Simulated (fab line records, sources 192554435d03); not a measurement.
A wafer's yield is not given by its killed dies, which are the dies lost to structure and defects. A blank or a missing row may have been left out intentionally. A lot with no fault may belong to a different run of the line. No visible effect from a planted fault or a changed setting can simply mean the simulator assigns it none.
fab line records ; flow n5Finfet
record lots=9; wafers=27; lastDay=19
route steps=1938 shown SD_EPI_N@277 SD_EPI_P@297 BEOL_M4@1111 PASSIVATION@1936
lots untouched by any fault: they come from a run of this same line in which no faults occurred
startH: the number of hours between the record's first day and the start of the first shown wafer of the lot ; waitH: hours from the lot's prior step to this one ; " the same as in the row above ; L1.1+2: several wafers, shown together as one row ; - no value present, or no start provided ; * or withheld: withheld ; < > ~ a bound
route shown NAME@n: names a module that has steps shown in the file, with the first one's number in the route ; usual: mean/standard deviation of fault-free wafers ; same: alike in all rows ; chamber/n: place in a boat ; sites: the reading at each site ; _std_site: how widely they spread, as a standard deviation ; _edge_site: the outer-site mean with the inner-site mean subtracted ; radiusMm: how far each site lies from the wafer's centre ; mask NAME#n: copy n ; behind: the last tool/chamber to shape the wafer ; hold: reason for holding the lot/hours on hold/outcome of the hold ; device: the n, p or np transistor that did not switch ; end of line: tests of these same wafers at the route's end ; step lacking rows: just its recipe ; killed: dies that structure and defects cost at the first sort, which is not the same as the wafer's yield ; map: shows each die of a wafer: x if killed, . if not, _ if none is there
set.NAME: the run value of the setting; set.NAME@STEP: its run value at that earlier step ; model.NAME: the simulator's own value behind a step, which no gauge read
the route's steps for a sample of lots (tables are steps, rows are wafers)
services: a tool's chamber out of use, with start hour (startH, from the record's first day; less than 0 if before it), hours out, and reason
## steps
# step N5_SD_EPI_N_ETCHBACK_44
# recipe chemistry=CH3F/O2; mode=anisotropicEtchback; target=SiNx; targetDepthA=145; stopOn=SiO2; overEtchFrac=0.3; ionEnergyEv=120; pressureMtorr=30; sourceW=395; biasW=73; Ar_flow_sccm=150; CH3F_flow_sccm=30; O2_flow_sccm=20
# usual drypumpMotorCurrentA=5.6/0.32; oesProductAu=0.67/0.059; rfVppV=297/5.8; showerheadPlenumPTorr=2.03/0.05; throttleValvePct=16.4/0.31
lot.wafer;tool;chamber;startH;waitH;drypumpMotorCurrentA;oesProductAu;rfHoursCounterH;rfVppV;showerheadPlenumPTorr;throttleValvePct
L948.2;rieDiel-06;1;62.52;0.0;5.6;0.63;187;290;2.06;16.6
L948.3;rieDiel-06;3;62.52;0.0;5.1;0.64;140;283;2.10;16.8
L948.5;rieDiel-06;0;62.52;0.0;5.9;0.75;-;291;1.94;16.0
L956.1;rieDiel-06;2;111.52;0.0;5.5;0.71;63;301;2.02;16.3
L956.3;rieDiel-06;0;111.52;0.0;5.9;0.73;52;291;1.94;16.0
L956.5;rieDiel-06;0;111.52;0.0;5.9;0.73;-;292;1.94;16.0
L957.2;rieDiel-01;3;116.18;0.0;5.5;0.79;19;297;1.97;16.0
L957.4;rieDiel-01;3;116.18;0.0;5.5;0.78;-;297;1.97;16.0
L957.6;rieDiel-01;1;116.18;0.0;5.5;0.66;-;299;2.08;16.5
L958.1;rieDiel-01;3;120.56;0.0;5.5;0.79;20;297;1.97;16.0
L958.2;rieDiel-01;1;120.56;0.0;5.5;0.66;155;298;2.08;16.4
L958.3;rieDiel-01;2;120.56;0.0;5.7;0.61;211;302;2.06;16.7
L964.2;rieDiel-06;0;157.66;0.0;5.9;0.71;69;291;1.93;16.1
L964.4;rieDiel-06;2;157.66;0.0;5.5;0.70;72;300;2.02;16.3
L964.5;rieDiel-06;3;157.66;0.0;5.1;0.61;-;284;2.09;16.8
L965.2;rieDiel-03;3;167.26;0.0;5.2;0.63;159;295;2.00;16.4
L965.4;rieDiel-03;2;167.26;0.0;6.3;0.62;200;300;1.98;16.5
L965.6;rieDiel-03;2;167.26;0.0;6.3;0.62;-;300;1.98;16.4
L966.4;rieDiel-06;3;175.43;0.0;5.1;0.61;179;283;2.09;16.8
L966.5;rieDiel-06;1;175.43;0.0;5.6;0.61;-;292;2.04;16.7
L966.6;rieDiel-06;0;175.43;0.0;5.9;0.71;-;291;1.93;16.1
L969.1;rieDiel-03;0;188.25;0.0;5.3;0.58;249;298;2.07;16.9
L969.3;rieDiel-03;1;188.25;0.0;5.8;0.66;120;307;2.01;16.2
L969.6;rieDiel-03;3;188.25;0.0;5.1;0.63;-;294;2.00;16.4
L968.1;rieDiel-01;2;189.46;0.0;5.7;0.59;234;301;2.06;16.8
L968.3;rieDiel-01;3;189.46;0.0;5.5;0.74;43;298;1.96;16.0
L968.4;rieDiel-01;0;189.46;0.0;5.7;0.72;61;298;2.10;15.9
# step N5_SD_EPI_P_COAT_03
# recipe resist=CAR-ArF-block; spinRpm=1500; resistThkNm=150
# usual spinSpeedRpm=1500.0/0.92
lot.wafer;tool;chamber;startH;waitH;spinSpeedRpm
L956.1;lithoTrack-05;0;115.38;-;1500.7
L956.3;lithoTrack-05;0;115.38;-;1500.1
L956.5;lithoTrack-05;0;115.38;-;1500.7
L957.2;lithoTrack-02;0;119.98;-;1499.0
L957.4;lithoTrack-02;0;119.98;-;1499.3
L957.6;lithoTrack-02;0;119.98;-;1498.1
L958.1;lithoTrack-05;0;124.74;-;1499.4
L958.2;lithoTrack-05;0;124.74;-;1499.2
L958.3;lithoTrack-05;0;124.74;-;1499.3
L964.2;lithoTrack-05;0;161.23;-;1208.6
L964.4;lithoTrack-05;0;161.23;-;1208.6
L964.5;lithoTrack-05;0;161.23;-;1209.1
L948.2;lithoTrack-04;0;170.64;-;1500.7
L948.3;lithoTrack-04;0;170.64;-;1498.9
L948.5;lithoTrack-04;0;170.64;-;1500.3
L965.2;lithoTrack-05;0;171.14;-;1207.2
L965.4;lithoTrack-05;0;171.14;-;1208.2
L965.6;lithoTrack-05;0;171.14;-;1208.8
L966.4;lithoTrack-05;0;180.29;-;1208.5
L966.5;lithoTrack-05;0;180.29;-;1208.5
L966.6;lithoTrack-05;0;180.29;-;1207.1
L969.1;lithoTrack-02;0;191.82;-;1499.8
L969.3;lithoTrack-02;0;191.82;-;1501.8
L969.6;lithoTrack-02;0;191.82;-;1501.8
L968.1;lithoTrack-02;0;193.20;-;1499.8
L968.3;lithoTrack-02;0;193.20;-;1499.9
L968.4;lithoTrack-02;0;193.20;-;1501.1
# step N5_SD_EPI_P_CD_MEAS_09
# recipe targetCdNm=240; landingEnergyEv=500; detector=seInlens
# usual cdNm=240.1/0.91
lot.wafer;tool;chamber;startH;waitH;cdNm
L956.1;cdSem-02;0;115.74;-;240.0
L956.3;cdSem-02;0;115.74;-;239.2
L956.5;cdSem-02;0;115.74;-;239.9
L957.2;cdSem-01;0;120.34;-;240.8
L957.4;cdSem-01;0;120.34;-;240.2
L957.6;cdSem-01;0;120.34;-;240.5
L958.1;cdSem-03;0;125.10;-;240.8
L958.2;cdSem-03;0;125.10;-;240.4
L958.3;cdSem-03;0;125.10;-;240.6
L964.2;cdSem-01;0;161.59;-;239.8
L964.4;cdSem-01;0;161.59;-;240.1
L964.5;cdSem-01;0;161.59;-;241.0
L948.2;cdSem-03;0;171.01;-;240.1
L948.3;cdSem-03;0;171.01;-;240.8
L948.5;cdSem-03;0;171.01;-;240.6
L965.2;cdSem-03;0;171.50;-;239.4
L965.4;cdSem-03;0;171.50;-;239.6
L965.6;cdSem-03;0;171.50;-;238.3
L966.4;cdSem-01;0;180.53;-;239.2
L966.5;cdSem-01;0;180.53;-;239.2
L966.6;cdSem-01;0;180.53;-;240.3
L969.1;cdSem-01;0;192.18;-;238.9
L969.3;cdSem-01;0;192.18;-;238.4
L969.6;cdSem-01;0;192.18;-;240.2
L968.1;cdSem-03;0;193.57;-;238.5
L968.3;cdSem-03;0;193.57;-;238.5
L968.4;cdSem-03;0;193.57;-;238.7
# step N5_SD_EPI_P_ETCH_47
# recipe chemistry=CH3F/O2; target=SiOCN; targetDepthA=250; maskMaterial=SOC; ionEnergyEv=60; biasW=29; pressureMtorr=30; sourceW=410; Ar_flow_sccm=150; CH3F_flow_sccm=30; O2_flow_sccm=20
# usual drypumpMotorCurrentA=5.4/0.39; oesProductAu=0.76/0.067; rfVppV=128.9/2.7; showerheadPlenumPTorr=2.02/0.065; throttleValvePct=16.45/0.21
lot.wafer;tool;chamber;startH;waitH;drypumpMotorCurrentA;oesProductAu;rfHoursCounterH;rfVppV;showerheadPlenumPTorr;throttleValvePct
L956.1;rieDiel-04;3;116.34;0.1;5.4;0.70;207;129.7;1.97;16.60
L956.3;rieDiel-04;0;116.34;0.1;5.4;0.75;170;131.4;2.09;16.16
L956.5;rieDiel-04;0;116.34;0.1;5.4;0.76;-;132.6;2.09;16.17
L957.2;rieDiel-04;2;120.94;0.1;5.0;0.67;247;130.2;2.06;16.82
L957.4;rieDiel-04;3;120.94;0.1;5.4;0.69;209;129.7;1.97;16.58
L957.6;rieDiel-04;0;120.94;0.1;5.5;0.75;-;131.2;2.09;16.18
L958.1;rieDiel-05;0;125.70;0.1;4.9;0.68;233;131.7;2.06;16.89
L958.2;rieDiel-05;3;125.70;0.1;5.4;0.76;156;127.6;1.94;16.40
L958.3;rieDiel-05;2;125.70;0.1;5.7;0.76;136;123.1;1.90;16.41
L964.2;rieDiel-05;0;162.22;0.1;5.0;0.67;244;130.0;2.06;16.91
L964.4;rieDiel-05;2;162.22;0.1;5.6;0.74;146;123.3;1.90;16.45
L964.5;rieDiel-05;0;162.22;0.1;5.0;0.67;-;131.9;2.06;16.91
L948.2;rieDiel-02;0;171.65;0.1;5.5;0.79;105;126.3;2.03;16.47
L948.3;rieDiel-02;1;171.65;0.1;6.0;0.88;44;126.2;2.04;16.60
L948.5;rieDiel-02;1;171.65;0.1;6.0;0.89;-;128.4;2.04;16.60
L965.2;rieDiel-05;3;172.11;0.1;5.4;0.74;169;127.6;1.93;16.43
L965.4;rieDiel-05;2;172.11;0.1;5.7;0.75;149;122.6;1.90;16.45
L965.6;rieDiel-05;0;172.11;0.1;4.9;0.66;-;130.6;2.06;16.93
L966.4;rieDiel-04;3;181.29;0.1;5.4;0.69;228;130.3;1.96;16.63
L966.5;rieDiel-04;1;181.29;0.1;5.0;0.74;-;130.4;2.08;16.39
L966.6;rieDiel-04;0;181.29;0.1;5.5;0.74;-;131.0;2.08;16.21
L969.1;rieDiel-04;2;192.78;0.1;5.0;0.93;11;130.3;2.06;16.42
L969.3;rieDiel-04;3;192.78;0.1;5.4;0.68;231;130.0;1.96;16.62
L969.6;rieDiel-04;3;192.78;0.1;5.4;0.67;-;130.1;1.96;16.62
L968.1;rieDiel-05;1;194.17;0.1;6.2;0.81;88;128.8;2.01;16.36
L968.3;rieDiel-05;3;194.17;0.1;5.3;0.75;178;128.0;1.93;16.44
L968.4;rieDiel-05;3;194.17;0.1;5.3;0.75;-;128.3;1.93;16.44
# step N5_BEOL_M4_RC_MEAS_101
# usual DIBL_N=36.1/1.6; DIBL_P=35.7/1.8; IOFF_N=0.159/0.027; IOFF_P=0.21/0.03; ION_N=673/10; ION_P=462/7.4; SS_N=71.4/0.56; SS_P=73.2/0.61; VT_N=249.7/3; VT_P=-250/3.1
lot.wafer;tool;chamber;startH;waitH;DIBL_N[mV/V];DIBL_P[mV/V];IOFF_N[nA/um];IOFF_P[nA/um];ION_N[uA/um];ION_P[uA/um];SS_N[mV/dec];SS_P[mV/dec];VT_N[mV];VT_P[mV]
L956.1;prober-02;0;227.29;0.0;37.7;36.6;0.169;0.22;674;460;71.1;73.6;249.1;-251
L956.3;prober-02;0;227.29;0.0;37.4;37.4;0.162;0.24;676;470;71.4;72.9;249.4;-247
L956.5;prober-02;0;227.29;0.0;36.4;35.7;0.149;0.21;675;462;71.5;73.1;248.8;-248
L957.2;prober-02;0;233.49;0.2;35.6;36.0;0.159;0.20;684;463;71.0;73.1;247.0;-251
L957.4;prober-02;0;233.49;0.2;35.1;35.4;0.149;0.19;673;459;71.8;72.8;249.9;-251
L957.6;prober-02;0;233.49;0.2;37.0;37.4;0.190;0.23;678;464;71.6;73.9;246.2;-249
L958.1;prober-01;0;237.41;0.0;38.7;37.3;0.185;0.24;683;466;71.8;73.4;248.5;-250
L958.2;prober-01;0;237.41;0.0;37.7;36.7;0.170;0.22;676;463;71.8;74.3;249.2;-248
L958.3;prober-01;0;237.41;0.0;36.6;34.5;0.151;0.19;654;450;71.3;73.6;253.6;-251
L964.2;prober-01;0;281.48;0.2;35.4;35.2;0.131;0.18;675;462;70.7;72.7;249.4;-251
L964.4;prober-01;0;281.48;0.2;38.7;38.5;0.195;0.23;679;463;71.5;74.0;246.7;-249
L964.5;prober-01;0;281.48;0.2;39.3;38.7;0.200;0.23;686;466;71.9;74.1;248.2;-246
L965.2;prober-02;0;282.93;0.2;37.5;34.8;0.156;0.19;660;450;71.6;73.1;251.8;-251
L965.4;prober-02;0;282.93;0.2;34.7;31.6;0.118;0.15;643;447;71.4;72.4;254.1;-255
L965.6;prober-02;0;282.93;0.2;36.6;34.2;0.154;0.19;677;460;70.9;73.1;250.6;-256
L966.4;prober-01;0;305.14;0.5;34.9;34.5;0.122;0.17;666;455;71.1;73.3;253.6;-252
L966.5;prober-01;0;305.14;0.5;35.7;36.9;0.148;0.21;683;467;70.8;73.6;250.6;-250
L966.6;prober-01;0;305.14;0.5;36.4;37.7;0.163;0.21;683;465;71.6;73.8;250.1;-251
L948.2;prober-02;0;307.72;0.2;35.2;36.1;0.172;0.23;691;479;71.9;73.7;247.3;-247
L948.3;prober-02;0;307.72;0.2;34.6;35.4;0.143;0.23;664;471;71.3;73.3;251.2;-246
L948.5;prober-02;0;307.72;0.2;35.8;36.3;0.170;0.24;680;468;71.6;74.1;250.4;-246
L969.1;prober-02;0;328.91;0.0;34.9;33.0;0.124;0.19;667;465;70.6;72.9;250.1;-249
L969.3;prober-02;0;328.91;0.0;40.0;39.2;0.210;0.30;684;473;71.4;75.1;246.3;-246
L969.6;prober-02;0;328.91;0.0;37.2;35.1;0.147;0.23;675;478;70.6;73.6;249.8;-248
L968.1;prober-01;0;341.71;0.0;35.2;34.8;0.156;0.22;662;460;71.1;73.1;247.2;-244
L968.3;prober-01;0;341.71;0.0;34.7;33.7;0.139;0.20;670;468;70.9;72.1;251.6;-245
L968.4;prober-01;0;341.71;0.0;36.7;36.9;0.201;0.26;694;482;71.0;73.1;243.3;-242
# step N5_PASSIVATION_PROBE_49
# usual defectLimitedYield=91.0/1.3; killed_at_M0_to_M3=33/10; killed_at_M4_up=14/5.6; killedAtContacts=12/5.8; killedAtFrontEnd=43/11; killedAtOther=4.1/2.8; killedDies=106/15; killedOpen=70/12; killedShort=34/7.5; sort_bin_5_function=5.3/0.88; sort_bin_6_memory=3.3/0.64; sort_bin_8_speed=0.00/0.016; sortNPass=1074/15; sortYieldPct=91.0/1.3
# same grossDies=1180; killedAtBackSide=0; sort_bin_4_leakage[%]=0
lot.wafer;tool;chamber;startH;waitH;defectLimitedYield[%];killed_at_M0_to_M3;killed_at_M4_up;killedAtContacts;killedAtFrontEnd;killedAtOther;killedDies;killedOpen;killedShort;sort_bin_5_function[%];sort_bin_6_memory[%];sort_bin_8_speed[%];sortNPass;sortYieldPct[%]
L958.1;prober-01;-;340.72;0.0;89.9;48;18;11;37;5;119;87;32;6.2;3.6;0;1061;89.9
L958.2;prober-01;-;340.77;0.1;91.4;27;19;1;49;6;102;65;37;4.5;3.7;0;1078;91.4
L958.3;prober-01;-;340.82;0.1;91.6;34;15;7;36;7;99;60;38;4.3;3.6;0;1081;91.6
L956.1;prober-02;-;341.31;0.0;89.2;48;12;12;51;4;127;88;38;6.7;3.6;0;1053;89.2
L956.3;prober-02;-;341.41;0.1;90.3;35;5;9;65;0;114;77;32;5.6;3.8;0;1066;90.3
L956.5;prober-02;-;341.51;0.2;91.0;23;9;11;54;9;106;68;38;5.8;2.9;0;1074;91.0
L957.2;prober-01;-;347.35;0.1;90.3;41;16;12;41;4;114;65;47;6.5;2.7;0;1066;90.3
L957.4;prober-01;-;347.45;0.2;92.7;31;12;7;34;2;86;57;28;4.9;2.2;0;1094;92.7
L957.6;prober-01;-;347.55;0.3;92.0;34;12;14;28;6;94;54;38;4.2;3.5;0;1086;92.0
L965.2;prober-02;-;380.21;0.1;91.9;40;6;13;34;2;95;61;30;4.9;2.5;0;1085;91.9
L965.4;prober-02;-;380.31;0.2;93.3;21;8;19;26;5;79;60;19;3.2;3.3;0;1101;93.3
L965.6;prober-02;-;380.41;0.3;92.2;33;6;22;31;0;92;59;30;4.7;2.6;0;1088;92.2
L964.2;prober-01;-;381.05;0.1;90.8;50;9;8;41;0;108;75;33;5.3;3.4;0;1072;90.8
L964.4;prober-01;-;381.15;0.2;88.9;46;14;25;43;3;131;89;40;6.5;4.0;0.08;1049;88.9
L964.5;prober-01;-;381.20;0.2;90.9;41;14;14;36;2;107;65;40;6.2;2.7;0;1073;90.9
L966.4;prober-02;-;407.32;0.2;90.4;51;9;6;43;4;113;63;49;5.3;4.0;0;1067;90.4
L966.5;prober-02;-;407.37;0.2;89.9;42;24;7;42;4;119;82;37;6.7;3.1;0;1061;89.9
L966.6;prober-02;-;407.42;0.3;91.4;32;14;9;45;2;102;68;33;5.7;2.8;0;1078;91.4
L948.2;prober-01;-;408.11;0.1;91.4;18;15;12;55;1;101;58;41;5.3;2.7;0;1079;91.4
L948.3;prober-01;-;408.16;0.1;89.7;23;19;14;62;3;121;77;43;5.8;3.9;0;1059;89.7
L948.5;prober-01;-;408.26;0.2;90.8;21;18;10;58;1;108;65;42;5.4;3.3;0;1072;90.8
L969.1;prober-01;-;426.49;0.0;88.4;45;12;14;63;3;137;84;45;6.4;4.3;0;1043;88.4
L969.3;prober-01;-;426.59;0.1;91.1;25;9;15;56;0;105;71;32;5.0;3.6;0;1075;91.1
L969.6;prober-01;-;426.74;0.3;89.2;33;15;11;66;2;127;98;27;6.6;3.9;0;1053;89.2
L968.1;prober-01;-;449.96;0.0;91.0;40;7;18;36;5;106;65;39;5.3;3.1;0;1074;91.0
L968.3;prober-01;-;450.06;0.1;93.5;27;9;5;30;6;77;47;25;4.2;2.0;0;1103;93.5
L968.4;prober-01;-;450.11;0.2;91.8;32;12;22;28;3;97;68;27;4.8;3.1;0;1083;91.8
# killed by level:class
L958.1 BEOL_M0_SAQP:geometricParticle:open=14 FIN_SAQP:geometricParticle:open=11 MOL_CONTACT_COAG:geometricParticle:open=10 BEOL_M3:geometricParticle:open=9 BEOL_M1:geometricParticle:open=7 STI_FIN_REVEAL:geometricParticle:open=6 BEOL_M0_SAQP:geometricParticle:short=6 BEOL_M4:geometricParticle:open=6
L958.2 BEOL_M0_SAQP:geometricParticle:short=13 STI_FIN_REVEAL:geometricParticle:open=12 FIN_SAQP:geometricParticle:short=11 FIN_SAQP:geometricParticle:open=8 BEOL_M4:geometricParticle:open=8 DUMMY_GATE:geometricParticle:open=7 BEOL_M0_SAQP:geometricParticle:open=5 BEOL_M2:geometricParticle:open=4
L958.3 BEOL_M0_SAQP:geometricParticle:open=14 BEOL_M0_SAQP:geometricParticle:short=13 FIN_SAQP:geometricParticle:short=8 BEOL_M4:geometricParticle:open=7 STI_FIN_REVEAL:geometricParticle:open=6 MOL_CONTACT_COAG:geometricParticle:open=6 FIN_SAQP:geometricParticle:open=4 DUMMY_GATE:geometricParticle:open=4
L956.1 BEOL_M2:geometricParticle:open=17 STI_FIN_REVEAL:geometricParticle:open=10 FIN_SAQP:geometricParticle:short=9 DUMMY_GATE:geometricParticle:open=9 MOL_CONTACT_COAG:geometricParticle:open=9 BEOL_M2:geometricParticle:short=7 BEOL_M4:geometricParticle:open=7 FIN_SAQP:geometricParticle:open=6
L956.3 FIN_SAQP:geometricParticle:open=13 STI_FIN_REVEAL:geometricParticle:open=13 BEOL_M3:geometricParticle:open=12 FIN_SAQP:geometricParticle:short=10 MOL_CONTACT_COAG:geometricParticle:open=7 DUMMY_GATE:geometricParticle:open=6 BEOL_M0_SAQP:geometricParticle:open=6 BEOL_M0_SAQP:geometricParticle:short=6
L956.5 FIN_SAQP:geometricParticle:short=14 FIN_SAQP:geometricParticle:open=11 MOL_CONTACT_COAG:geometricParticle:open=9 DUMMY_GATE:geometricParticle:open=8 BEOL_M3:geometricParticle:open=7 PASS1_CAP:geometricParticle:open=6 STI_FIN_REVEAL:geometricParticle:open=6 STARTING-WAFER:geometricParticle:short=4
L957.2 BEOL_M0_SAQP:geometricParticle:open=13 BEOL_M0_SAQP:geometricParticle:short=12 STI_FIN_REVEAL:geometricParticle:open=11 MOL_CONTACT_COAG:geometricParticle:open=9 FIN_SAQP:geometricParticle:short=8 BEOL_M4:geometricParticle:open=5 BEOL_M1:geometricParticle:open=4 GATE_CUT:geometricParticle:short=4
L957.4 BEOL_M0_SAQP:geometricParticle:short=10 STI_FIN_REVEAL:geometricParticle:open=9 FIN_SAQP:geometricParticle:open=6 MOL_CONTACT_COAG:geometricParticle:open=6 BEOL_M3:geometricParticle:open=6 BEOL_M0_SAQP:geometricParticle:open=5 FIN_SAQP:geometricParticle:short=4 BEOL_M2:geometricParticle:open=4
L957.6 BEOL_M0_SAQP:geometricParticle:short=11 MOL_CONTACT_COAG:geometricParticle:open=9 BEOL_M0_SAQP:geometricParticle:open=7 BEOL_M4:geometricParticle:open=6 STARTING-WAFER:geometricParticle:short=6 STI_FIN_REVEAL:geometricParticle:open=5 FIN_SAQP:geometricParticle:open=4 MOL_CONTACT_COAG:geometricParticle:short=4
L965.2 MOL_CONTACT_COAG:geometricParticle:open=12 STI_FIN_REVEAL:geometricParticle:open=11 BEOL_M0_SAQP:geometricParticle:short=10 FIN_SAQP:geometricParticle:short=9 BEOL_M0_SAQP:geometricParticle:open=8 BEOL_M1:geometricParticle:open=8 BEOL_M3:geometricParticle:open=7 GATE_CUT:geometricParticle:short=3
L965.4 MOL_CONTACT_COAG:geometricParticle:open=16 BEOL_M3:geometricParticle:open=7 BEOL_M0_SAQP:geometricParticle:open=5 FIN_SAQP:geometricParticle:open=4 STI_FIN_REVEAL:geometricParticle:open=4 DUMMY_GATE:geometricParticle:open=4 BEOL_M1:geometricParticle:open=4 DUMMY_GATE:geometricParticle:short=3
L965.6 MOL_CONTACT_COAG:geometricParticle:open=18 BEOL_M0_SAQP:geometricParticle:open=10 BEOL_M0_SAQP:geometricParticle:short=6 STI_FIN_REVEAL:geometricParticle:open=5 MOL_CONTACT_COAG:geometricParticle:short=4 BEOL_M1:geometricParticle:open=4 BEOL_M3:geometricParticle:open=4 BEOL_M4:geometricParticle:open=4
L964.2 BEOL_M0_SAQP:geometricParticle:short=13 BEOL_M3:geometricParticle:open=12 STI_FIN_REVEAL:geometricParticle:open=9 BEOL_M1:geometricParticle:open=9 MOL_CONTACT_COAG:geometricParticle:open=8 FIN_SAQP:geometricParticle:open=6 BEOL_M0_SAQP:geometricParticle:open=5 BEOL_M2:geometricParticle:open=5
L964.4 MOL_CONTACT_COAG:geometricParticle:open=20 BEOL_M3:geometricParticle:open=14 FIN_SAQP:geometricParticle:open=13 FIN_SAQP:geometricParticle:short=10 BEOL_M0:geometricParticle:open=8 BEOL_M0_SAQP:geometricParticle:open=6 STARTING-WAFER:geometricParticle:short=6 MOL_CONTACT_COAG:geometricParticle:short=5
L964.5 FIN_SAQP:geometricParticle:short=12 FIN_SAQP:geometricParticle:open=11 BEOL_M1:geometricParticle:open=10 MOL_CONTACT_COAG:geometricParticle:open=8 BEOL_M0_SAQP:geometricParticle:short=7 MOL_CONTACT_COAG:geometricParticle:short=6 BEOL_M0_SAQP:geometricParticle:open=6 STARTING-WAFER:geometricParticle:open=5
L966.4 BEOL_M0_SAQP:geometricParticle:short=20 FIN_SAQP:geometricParticle:short=14 STI_FIN_REVEAL:geometricParticle:open=10 BEOL_M1:geometricParticle:open=9 FIN_SAQP:geometricParticle:open=8 BEOL_M0_SAQP:geometricParticle:open=7 BEOL_M2:geometricParticle:open=6 BEOL_M3:geometricParticle:open=6
L966.5 BEOL_M4:geometricParticle:open=16 BEOL_M0_SAQP:geometricParticle:short=10 BEOL_M2:geometricParticle:open=9 FIN_SAQP:geometricParticle:open=8 BEOL_M1:geometricParticle:open=8 MOL_CONTACT_COAG:geometricParticle:open=7 FIN_SAQP:geometricParticle:short=6 DUMMY_GATE:geometricParticle:open=6
L966.6 STI_FIN_REVEAL:geometricParticle:open=17 MOL_CONTACT_COAG:geometricParticle:open=9 BEOL_M0_SAQP:geometricParticle:short=9 BEOL_M3:geometricParticle:open=8 FIN_SAQP:geometricParticle:short=7 FIN_SAQP:geometricParticle:open=7 BEOL_M0_SAQP:geometricParticle:open=6 BEOL_M4:geometricParticle:open=6
L948.2 FIN_SAQP:geometricParticle:open=14 FIN_SAQP:geometricParticle:short=13 MOL_CONTACT_COAG:geometricParticle:open=7 GATE_CUT:geometricParticle:open=6 STARTING-WAFER:geometricParticle:short=5 BEOL_M0_SAQP:geometricParticle:short=5 STI_FIN_REVEAL:geometricParticle:open=4 MOL_CONTACT_COAG:geometricParticle:short=4
L948.3 STI_FIN_REVEAL:geometricParticle:open=12 FIN_SAQP:geometricParticle:open=10 MOL_CONTACT_COAG:geometricParticle:open=10 FIN_SAQP:geometricParticle:short=7 DUMMY_GATE:geometricParticle:open=7 GATE_CUT:geometricParticle:short=6 BEOL_M2:geometricParticle:open=6 BEOL_M5:geometricParticle:open=5
L948.5 FIN_SAQP:geometricParticle:short=12 MOL_CONTACT_COAG:geometricParticle:open=8 STARTING-WAFER:geometricParticle:open=8 FIN_SAQP:geometricParticle:open=7 DUMMY_GATE:geometricParticle:open=7 BEOL_M3:geometricParticle:open=6 BEOL_M0_SAQP:geometricParticle:short=5 BEOL_M4:geometricParticle:open=5
L969.1 FIN_SAQP:geometricParticle:open=14 FIN_SAQP:geometricParticle:short=12 BEOL_M3:geometricParticle:open=12 STI_FIN_REVEAL:geometricParticle:open=12 BEOL_M0_SAQP:geometricParticle:open=9 MOL_CONTACT_COAG:geometricParticle:open=9 GATE_CUT:geometricParticle:open=7 BEOL_M0_SAQP:geometricParticle:short=6
L969.3 STI_FIN_REVEAL:geometricParticle:open=13 MOL_CONTACT_COAG:geometricParticle:open=11 FIN_SAQP:geometricParticle:open=10 GATE_CUT:geometricParticle:short=8 DUMMY_GATE:geometricParticle:open=7 BEOL_M3:geometricParticle:open=6 FIN_SAQP:geometricParticle:short=4 MOL_CONTACT_COAG:geometricParticle:short=4
L969.6 STI_FIN_REVEAL:geometricParticle:open=20 FIN_SAQP:geometricParticle:open=19 MOL_CONTACT_COAG:geometricParticle:open=10 BEOL_M3:geometricParticle:open=10 BEOL_M1:geometricParticle:open=8 GATE_CUT:geometricParticle:short=7 BEOL_M5:geometricParticle:open=6 BEOL_M4:geometricParticle:open=5
L968.1 BEOL_M0_SAQP:geometricParticle:short=13 MOL_CONTACT_COAG:geometricParticle:open=12 FIN_SAQP:geometricParticle:open=9 BEOL_M0_SAQP:geometricParticle:open=8 BEOL_M2:geometricParticle:open=6 MOL_CONTACT_COAG:geometricParticle:short=6 BEOL_M3:geometricParticle:open=6 FIN_SAQP:geometricParticle:short=5
L968.3 STI_FIN_REVEAL:geometricParticle:open=13 BEOL_M1:geometricParticle:open=8 BEOL_M0_SAQP:geometricParticle:open=7 FIN_SAQP:geometricParticle:short=5 MOL_CONTACT_COAG:geometricParticle:open=5 BEOL_M0_SAQP:geometricParticle:short=5 BEOL_M3:geometricParticle:short=4 BEOL_M8:geometricParticle:open=4
L968.4 MOL_CONTACT_COAG:geometricParticle:open=20 BEOL_M0_SAQP:geometricParticle:short=7 BEOL_M0_SAQP:geometricParticle:open=7 STI_FIN_REVEAL:geometricParticle:open=5 DUMMY_GATE:geometricParticle:open=5 BEOL_M3:geometricParticle:open=5 BEOL_M4:geometricParticle:open=5 FIN_SAQP:geometricParticle:short=4
## services
tool;chamber;startH;hours;kind
rieDiel-04;-;38.56;2.8;pm
rieDiel-02;3;50.39;12.1;repair
rieDiel-04;-;54.55;14.6;pm
lithoTrack-05;-;59.23;-;consumableReplace:filter
rieDiel-02;3;66.11;4.3;repair
rieDiel-05;0;66.63;1.9;repair
rieDiel-01;2;87.98;4.9;repair
rieDiel-04;-;95.90;0.4;repair
rieDiel-01;3;105.08;9.1;repair
rieDiel-01;0;113.19;5.2;repair
rieDiel-06;2;113.32;8.0;repair
rieDiel-05;2;128.71;1.6;repair
rieDiel-04;2;130.35;-;clean
rieDiel-04;2;130.35;-;consumableReplace:focusRing
rieDiel-04;2;130.35;22.3;scheduledDown
rieDiel-04;2;130.35;22.3;ventCycle
rieDiel-05;-;139.60;0.4;repair
rieDiel-06;2;144.85;12.2;repair
lithoTrack-05;-;153.06;-;consumableReplace:filter
rieDiel-03;0;170.10;5.9;repair
rieDiel-02;-;180.09;1.3;repair
rieDiel-05;0;181.45;-;clean
rieDiel-05;0;181.45;-;consumableReplace:focusRing
rieDiel-05;0;181.45;24.0;scheduledDown
## key
firstSign step=N5_SD_EPI_P_COAT_03; reading=spinSpeedRpm; direction=down; sigmas=99+; usual=*; struck=*
effect none on later readings
metAt N5_SD_EPI_P_COAT_03
struckLots L964,L965,L966
notActingAt N5_SD_EPI_N_ETCHBACK_44,N5_SD_EPI_P_CD_MEAS_09,N5_SD_EPI_P_ETCH_47
onsetBetween 124.74 161.23
fault kind=processParameterDrift; tool=lithoTrack-05; chamber=-; onsetH=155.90; steps=N5_SD_EPI_P_COAT_03; channel=spinRpm; offset=*; shape=step; endH=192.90; actsIn=*; stated=*
